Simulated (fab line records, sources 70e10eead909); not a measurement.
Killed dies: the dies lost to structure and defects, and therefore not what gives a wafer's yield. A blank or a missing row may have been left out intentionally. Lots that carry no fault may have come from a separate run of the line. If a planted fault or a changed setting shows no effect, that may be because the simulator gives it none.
fab line records | flow nand_harc
record: lots: 12 wafers: 36 last_day: 33
route steps=1302 shown A_CONTACT@1040 END@1302
lots that met no fault: taken from a fault-free run of the same line
start_h: start of the lot's first displayed wafer, in hours after the record's first day | wait_h: hours from the lot's prior step to this one | " same as the row above | L1.1+2: a row that stands for several wafers | - either no value or no given start | * or withheld: withheld | < > ~ a bound
route shown NAME@n: a module of which the file shows steps, and the number in the route of the first | usual: average and standard deviation across the fault-free wafers | same: alike in all rows | chamber/n: place in a boat | sites: readings site by site | _std_site: standard deviation of those values | _edge_site: inner sites' mean taken away from outer sites' mean | radius_mm: how far each site lies from the wafer's centre | mask NAME#n: copy n | behind: the last tool/chamber to shape the wafer | hold: why the lot was held/for how many hours/how that ended | device: names the non-switching transistor (n, p or np) | end of line: at the end of the route, the tests of the same wafers | a step without rows: its recipe alone | killed: the dies lost at the first sort to structure and to defects; this is not the yield of the wafer | map: per-die view of a wafer (x killed, . not killed, _ where there is no die)
set.NAME: setting as actually run; set.NAME@STEP: the setting as run at that earlier step | model.NAME: the simulator's own value behind a step, which no gauge read
one table for each step of the route and one row for each wafer, over a sample of lots
services: a tool's chamber out of use, with start hour (start_h, from the record's first day; less than 0 if before it), hours out, and reason
== steps ==
step: NHARC_A_CONTACT_OVL_MEAS_70
usual: overlay_x_nm: 0.2/0.86 overlay_y_nm: -0.1/0.9
columns lot.wafer tool chamber start_h wait_h overlay_x_nm overlay_y_nm
L302.1 overlay-01 - 499.49 - 0.0 0.2
L302.3 " - " " 0.4 -0.1
L302.6 " - " " 0.5 0.0
L306.2 overlay-01 - 519.24 - 0.0 -0.2
L306.3 " - " " 0.4 -0.3
L306.5 " - " " 0.6 -0.2
L304.1 overlay-02 - 544.80 - 1.7 -1.8
L304.2 " - " " 1.0 -1.5
L304.3 " - " " 1.5 -1.6
L308.1 overlay-01 - 551.05 - -0.5 0.7
L308.2 " - " " -0.5 1.0
L308.5 " - " " -0.1 1.1
L311.2 overlay-02 - 600.67 - -0.3 -0.9
L311.3 " - " " 0.0 -0.8
L311.6 " - " " -0.3 -0.8
L312.1 overlay-02 - 605.69 - -2.0 0.4
L312.4 " - " " -1.1 0.5
L312.5 " - " " -1.0 0.8
L313.2 overlay-02 - 606.14 - -0.9 -1.9
L313.5 " - " " -0.7 -1.9
L313.6 " - " " -0.8 -2.2
L314.2 overlay-01 - 629.15 - 0.8 -1.1
L314.4 " - " " 1.3 -0.5
L314.5 " - " " 0.6 -0.8
L315.2 overlay-01 - 629.64 - -0.5 0.1
L315.3 " - " " -0.9 0.6
L315.4 " - " " -0.7 0.4
L316.3 overlay-02 - 653.42 - 0.3 0.3
L316.4 " - " " 0.4 0.7
L316.6 " - " " 0.0 0.7
L324.1 overlay-01 - 715.35 - 0.9 1.5
L324.5 " - " " 0.9 1.6
L324.6 " - " " 0.5 1.5
L325.1 overlay-01 - 729.82 - 1.0 0.3
L325.2 " - " " 0.6 0.0
L325.6 " - " " 1.2 0.0
step: NHARC_A_CONTACT_ETCH_77
recipe: target_depth_a: 1089 time_s: 54.5 cf4_flow_sccm: 100 chf3_flow_sccm: 30 ar_flow_sccm: 0 rf_w: 500 bias_w: 200 chemistry: CF4/CHF3
usual: drypump_motor_current_A: 5.8/0.69 mfc_ar_sccm: 0.008/0.0072 oes_product_au: 0.938/0.018 rf_vpp_V: 371.1/2.5 run_length_s: 76.0/0.32 showerhead_plenum_p_Torr: 1.59/0.073 throttle_valve_pct: 16.802/0.009
columns lot.wafer tool chamber start_h wait_h drypump_motor_current_A mfc_ar_sccm oes_product_au rf_hours_counter_h rf_vpp_V run_length_s showerhead_plenum_p_Torr throttle_valve_pct
L302.3 rie_diel-12 3 500.12 - 6.3 0.022 0.960 13 372.4 75.4 1.65 16.799
L302.1 " 0 " " 5.0 0.003 0.979 11 374.3 75.4 1.70 16.797
L302.6 " 3 " " 6.3 0.022 0.956 - 373.7 75.7 1.65 16.793
L306.3 rie_diel-12 1 519.87 - 4.8 0.019 0.949 21 369.3 75.9 1.55 16.799
L306.2 " 2 " " 6.4 0 0.958 21 369.1 75.9 1.50 16.806
L306.5 " 0 " " 5.0 0.003 0.972 - 375.6 75.7 1.70 16.828
L304.2 rie_diel-04 0 545.73 0.5 6.8 0.011 0.961 1 375.2 76.2 1.70 16.797
L304.1 " 3 " " 6.2 0 0.965 1 371.6 75.9 1.59 16.795
L304.3 " 0 " " 6.8 0.011 0.960 - 372.3 75.9 1.70 16.789
L308.2 rie_diel-04 1 551.67 - 5.1 0 0.978 1 370.0 76.9 1.56 16.801
L308.1 " 3 " " 6.3 0 0.965 3 372.0 75.5 1.59 16.803
L308.5 " 1 " " 5.1 0 0.978 - 371.0 76.2 1.56 16.784
L311.3 rie_diel-12 0 601.30 - 5.0 0.003 0.924 44 372.9 75.7 1.69 16.816
L311.2 " 1 " " 4.8 0.019 0.919 50 368.9 76.2 1.54 16.801
L311.6 " 0 " " 5.0 0.003 0.923 - 375.8 75.9 1.69 16.800
L312.1 rie_diel-04 2 606.40 - 5.7 0.011 0.932 9 372.4 76.0 1.63 16.803
L312.4 " 0 " " 6.8 0.011 0.920 10 375.9 76.2 1.70 16.806
L312.5 " 2 " " 5.7 0.011 0.919 - 372.8 76.1 1.63 16.805
L313.2 rie_diel-04 2 607.41 - 5.7 0.011 0.928 9 372.2 76.1 1.63 16.794
L313.5 " 0 " " 6.8 0.011 0.940 - 374.3 76.3 1.70 16.803
L313.6 " 1 " " 5.1 0 0.929 - 370.1 76.4 1.55 16.798
L314.2 rie_diel-04 2 629.79 - 5.7 0.011 0.930 13 371.7 76.1 1.63 16.813
L314.4 " 3 " " 6.3 0 0.932 17 371.6 75.7 1.58 16.785
L314.5 " 2 " " 5.7 0.011 0.923 - 372.0 76.0 1.63 16.815
L315.4 rie_diel-04 3 630.81 - 6.3 0 0.935 18 370.1 75.5 1.58 16.793
L315.3 " 0 " " 6.8 0.011 0.938 15 373.8 60.6 1.70 16.819
L315.2 " 2 " " 5.7 0.011 0.930 14 372.2 75.9 1.63 16.795
L316.3 rie_diel-04 1 654.04 - 5.1 0 0.925 16 369.1 76.2 1.55 16.789
L316.4 " 2 " " 5.7 0.011 0.928 17 372.8 76.2 1.63 16.793
L316.6 " 0 " " 6.8 0.011 0.938 - 375.9 60.9 1.69 16.811
L324.1 rie_diel-13 1 715.97 - 5.2 0.015 0.980 2 368.4 76.2 1.53 16.798
L324.5 " 1 " " 5.2 0.015 0.979 - 369.8 76.1 1.53 16.803
L324.6 " 2 " " 5.7 0.013 0.960 - 369.5 75.6 1.48 16.820
L325.1 rie_diel-13 0 730.44 - 6.4 0.009 0.928 6 368.3 75.8 1.47 16.810
L325.2 " 1 " " 5.3 0.015 0.923 6 368.6 76.0 1.53 16.803
L325.6 " 0 " " 6.4 0.009 0.923 - 366.4 76.3 1.47 16.803
step: NHARC_A_CONTACT_ETCH_127
recipe: source_w: withheld pressure_mtorr: 20 bias_v: 3000 time_s: 197 target_depth_a: 19180 ar_flow_sccm: withheld c4f8_flow_sccm: withheld o2_flow_sccm: withheld chemistry: C4F8/O2/Ar
usual: run_length_s: 197/0
columns lot.wafer tool chamber start_h wait_h rf_hours_counter_h run_length_s
L302.1 har_cap_etch-03 0 501.92 0.2 40 197
L302.3 " 0 " " - 197
L302.6 " 1 " " - 197
L306.2 har_cap_etch-02 0 521.43 0.1 87 197
L306.3 " 0 " " - 197
L306.5 " 1 " " - 197
L304.2 har_cap_etch-02 0 547.93 0.1 92 197
L304.1 " 1 " " 92 197
L304.3 " 1 " " - 197
L308.1 har_cap_etch-03 1 553.24 0.1 51 197
L308.2 " 0 " " 51 197
L308.5 " 1 " " - 197
L311.2 har_cap_etch-03 0 602.90 0.1 59 197
L311.3 " 0 " " - 197
L311.6 " 1 " " - 197
L312.1 har_cap_etch-02 1 608.14 0.2 101 197
L312.4 " 0 " " - 197
L312.5 " 0 " " - 197
L313.2 har_cap_etch-01 0 608.98 0.1 17 197
L313.5 " 0 " " - 197
L313.6 " 1 " " - 197
L314.2 har_cap_etch-01 1 631.37 0.1 20 197
L314.4 " 1 " " - 197
L314.5 " 0 " " - 197
L315.2 har_cap_etch-02 0 632.39 0.1 107 197
L315.4 " 0 " " - 197
L315.3 " 1 " " - 197
L316.3 har_cap_etch-01 0 655.66 0.1 - 197
L316.4 " 1 " " - 197
L316.6 " 1 " " - 197
L324.1 har_cap_etch-02 1 717.56 0.1 123 197
L324.5 " 0 " " - 197
L324.6 " 1 " " - 197
L325.1 har_cap_etch-03 1 732.02 0.1 83 197
L325.2 " 0 " " 83 197
L325.6 " 0 " " - 197
step: NHARC_A_CONTACT_ETCH_129
recipe: source_w: withheld pressure_mtorr: 20 bias_v: 3000 time_s: 197 target_depth_a: 19180 ar_flow_sccm: withheld c4f8_flow_sccm: withheld o2_flow_sccm: withheld chemistry: C4F8/O2/Ar
usual: run_length_s: 197/0
columns lot.wafer tool chamber start_h wait_h rf_hours_counter_h run_length_s
L302.1 har_cap_etch-03 0 502.39 0.2 41 197
L302.3 " 0 " " - 197
L302.6 " 1 " " - 197
L306.2 har_cap_etch-02 0 521.79 0.1 87 197
L306.3 " 0 " " - 197
L306.5 " 1 " " - 197
L304.2 har_cap_etch-02 0 548.28 0.1 93 197
L304.1 " 1 " " 93 197
L304.3 " 1 " " - 197
L308.1 har_cap_etch-03 1 553.59 0.1 52 197
L308.2 " 0 " " 52 197
L308.5 " 1 " " - 197
L311.2 har_cap_etch-03 0 603.25 0.1 60 197
L311.3 " 0 " " - 197
L311.6 " 1 " " - 197
L312.1 har_cap_etch-02 1 608.61 0.2 102 197
L312.4 " 0 " " - 197
L312.5 " 0 " " - 197
L313.2 har_cap_etch-01 0 609.33 0.2 17 197
L313.5 " 0 " " - 197
L313.6 " 1 " " - 197
L314.2 har_cap_etch-01 1 631.72 0.1 20 197
L314.4 " 1 " " - 197
L314.5 " 0 " " - 197
L315.2 har_cap_etch-02 0 632.74 0.1 107 197
L315.4 " 0 " " - 197
L315.3 " 1 " " - 197
L316.3 har_cap_etch-01 0 656.02 0.1 - 197
L316.4 " 1 " " - 197
L316.6 " 1 " " - 197
L324.1 har_cap_etch-02 1 717.92 0.1 123 197
L324.5 " 0 " " - 197
L324.6 " 1 " " - 197
L325.1 har_cap_etch-03 1 732.37 0.1 84 197
L325.2 " 0 " " 84 197
L325.6 " 0 " " - 197
step: NHARC_END_SORT_01
recipe: temp_c: 25
usual: killed_at_array: 52/16 killed_at_other: 0.8/1.1 killed_at_periphery: 4.2/2.5 killed_dies: 57/16 killed_open: 3.4/2 killed_short: 2.6/1.6
same: gross_dies: 677
columns lot.wafer tool chamber start_h wait_h killed_at_array killed_at_other killed_at_periphery killed_dies killed_open killed_short
L315.2 prober-01 0 691.54 2.8 48 1 3 52 5 5
L315.3 prober-01 0 692.33 3.1 671 0 6 677 3 1
L315.4 prober-01 0 693.13 3.4 48 0 3 51 1 1
L316.3 prober-01 0 709.83 3.1 46 2 2 50 1 3
L316.4 prober-01 0 710.64 3.4 31 0 2 33 1 5
L316.6 prober-01 0 712.25 4.0 675 0 2 677 4 0
killed by level:class
L315.2 A_CHANNEL_HOLE_D2:chamber_film_flake=15 A_CONTACT:chamber_film_flake=9 A_STAIRCASE:chamber_film_flake=6 A_SLIT:chamber_film_flake=4 A_WL_FILL:geometric_particle:short=2 A_CHANNEL_HOLE_D1:chamber_film_flake=2 P_GATE:geometric_particle:open=1 A_ONON_D1:geometric_particle:open=1
L315.3 A_CONTACT:area_etch=628 A_CHANNEL_HOLE_D2:chamber_film_flake=16 A_CONTACT:chamber_film_flake=10 A_CHANNEL_HOLE_D1:chamber_film_flake=7 A_SLIT:chamber_film_flake=4 P_ZERO_WELL:chamber_film_flake=3 A_STAIRCASE:chamber_film_flake=2 P_CONTACT:geometric_particle:open=1
L315.4 A_CHANNEL_HOLE_D2:chamber_film_flake=20 A_CONTACT:chamber_film_flake=9 A_CHANNEL_HOLE_D1:chamber_film_flake=6 A_STAIRCASE:chamber_film_flake=4 P_ZERO_WELL:chamber_film_flake=3 A_SLIT:chamber_film_flake=3 A_WL_FILL:chamber_film_flake=2 A_CHANNEL_FILL_D2:geometric_particle:open=1
L316.3 A_CHANNEL_HOLE_D1:chamber_film_flake=33 A_STAIRCASE:chamber_film_flake=4 A_SLIT:chamber_film_flake=2 A_CONTACT:chamber_film_flake=2 A_ONON_D1:geometric_particle:open=1 A_ONON_D1:geometric_particle:short=1 A_CHANNEL_HOLE_D1:geometric_particle:short=1 P_ZERO_WELL:chamber_film_flake=1
L316.4 A_CHANNEL_HOLE_D1:chamber_film_flake=20 A_ONON_D1:geometric_particle:short=2 A_WL_FILL:geometric_particle:short=2 P_STI:chamber_film_flake=2 A_STAIRCASE:chamber_film_flake=2 A_CONTACT:chamber_film_flake=2 A_CHANNEL_FILL_D1:geometric_particle:short=1 A_WL_FILL:geometric_particle:open=1
L316.6 A_CONTACT:area_etch=639 A_CHANNEL_HOLE_D1:chamber_film_flake=25 A_STAIRCASE:chamber_film_flake=4 A_CONTACT:chamber_film_flake=3 P_CONTACT:geometric_particle:open=1 A_CHANNEL_FILL_D1:geometric_particle:open=1 A_DECK1_JOINT:geometric_particle:open=1 A_M0:geometric_particle:open=1
== services ==
columns tool chamber start_h hours kind
rie_diel-04 0 486.01 - clean
rie_diel-04 1 486.01 - clean
rie_diel-04 2 486.01 - clean
rie_diel-04 3 486.01 - clean
har_cap_etch-01 - 497.00 17.0 pm
rie_diel-04 0 510.51 - clean
rie_diel-04 1 510.51 - clean
rie_diel-04 2 510.51 - clean
rie_diel-13 - 519.05 9.0 pm
rie_diel-04 - 532.01 9.0 pm
har_cap_etch-03 - 536.44 0.8 repair
rie_diel-04 2 541.95 6.8 repair
rie_diel-13 - 541.96 0.2 repair
rie_diel-12 3 581.97 1.5 repair
rie_diel-12 1 602.59 2.8 repair
rie_diel-04 3 614.29 2.4 repair
rie_diel-13 1 614.60 13.0 repair
rie_diel-12 - 623.40 9.0 pm
rie_diel-04 3 647.60 2.8 repair
rie_diel-12 1 650.10 4.9 repair
har_cap_etch-02 - 669.27 0.5 repair
rie_diel-13 - 696.05 9.0 pm
rie_diel-04 - 709.01 9.0 pm
rie_diel-04 1 729.15 1.3 repair
== key ==
first_sign: step: NHARC_A_CONTACT_ETCH_77 reading: run_length_s direction: down sigmas: 47 usual: * struck: *
effect: step: NHARC_END_SORT_01 reading: killed_at_array direction: up sigmas: 39 usual: 52 struck: 673
more_kills_born_at: NHARC_A_CONTACT_ETCH_77@rie_diel-04: 1267
met_at NHARC_A_CONTACT_ETCH_77
struck_lots L315,L316
struck_wafers L315.3,L316.6
later_rows_left_out L315.3,L316.6
tester_left_out L315,L316
not_acting_at NHARC_A_CONTACT_OVL_MEAS_70,NHARC_A_CONTACT_ETCH_127,NHARC_A_CONTACT_ETCH_129
onset_between 607.41 630.81
fault: kind: process_parameter_drift tool: rie_diel-04 chamber: 0 onset_h: 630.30 steps: NHARC_A_CONTACT_ETCH_77 channel: time_s offset: * shape: step end_h: 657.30 acts_in: * stated: *
tester_left_out: of these lots the tester's yield and bins aren't shown, on N5 and GAA mostly nor the transistor test; their killed dies are dies lost to structure and defects alone, not to doping, threshold or leakage, so they don't give the yield
later_rows_left_out: the simulator's readings of these wafers behind a module that went badly wrong aren't trusted and aren't shown, but for the sort
